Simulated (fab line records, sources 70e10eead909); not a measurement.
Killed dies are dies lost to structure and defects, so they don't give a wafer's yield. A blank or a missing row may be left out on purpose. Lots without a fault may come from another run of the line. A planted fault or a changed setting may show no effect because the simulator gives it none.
Chamber matching | flow nand_harc | NHARC_P_M0_CMP_23 on cmp-04: 4 sister chambers
The step polishes, t overpolish 20 s, target thk 117.53 nm. 4 wafers are shown with their chamber, then 7 later ones without.

WAFERS WITH THEIR CHAMBER
wafer  | chamber | motor_current_A (A)
L083.4 | 0       | 10.6
L083.5 | 2       | 12.8
L091.1 | 1       | 14.5
L091.3 | 3       | 13.6

WAFERS WITHOUT THEIR CHAMBER
wafer  | motor_current_A (A)
L091.4 | 12.1
L094.1 | 11.8
L094.2 | 14.4
L094.4 | 13.8
L097.1 | 14.4
L097.2 | 11.8
L097.4 | 13.1

WHICH CHAMBER EACH WENT THROUGH
wafer  | from the rows above          | in truth
L091.4 | can't be placed: 2 or 0 or 3 | 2
L094.1 | can't be placed: 2 or 0 or 3 | 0
L094.2 | can't be placed: 1 or 3      | 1
L094.4 | can't be placed: 3 or 1 or 2 | 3
L097.1 | can't be placed: 1 or 3      | 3
L097.2 | can't be placed: 2 or 0 or 3 | 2
L097.4 | can't be placed: 2 or 3 or 1 | 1
Placed correctly: 0 of 7. Can't be placed from these rows: 7 (the true chamber is among the candidates in 7). Placed wrongly: 0.
How it was worked out, from the rows above alone: a wafer's distance from a chamber is the root of the sum, over the readings, of the square of ((its reading less the chamber's mean) divided by the reading's scatter). The wafer belongs to the nearest chamber; if the next one is less than 2 further off, it can't be placed. A chamber's mean is the mean of its shown wafers. The scatter: with one shown wafer a chamber, the root of the mean of the squares of how far each hidden wafer lies from its nearest shown one.
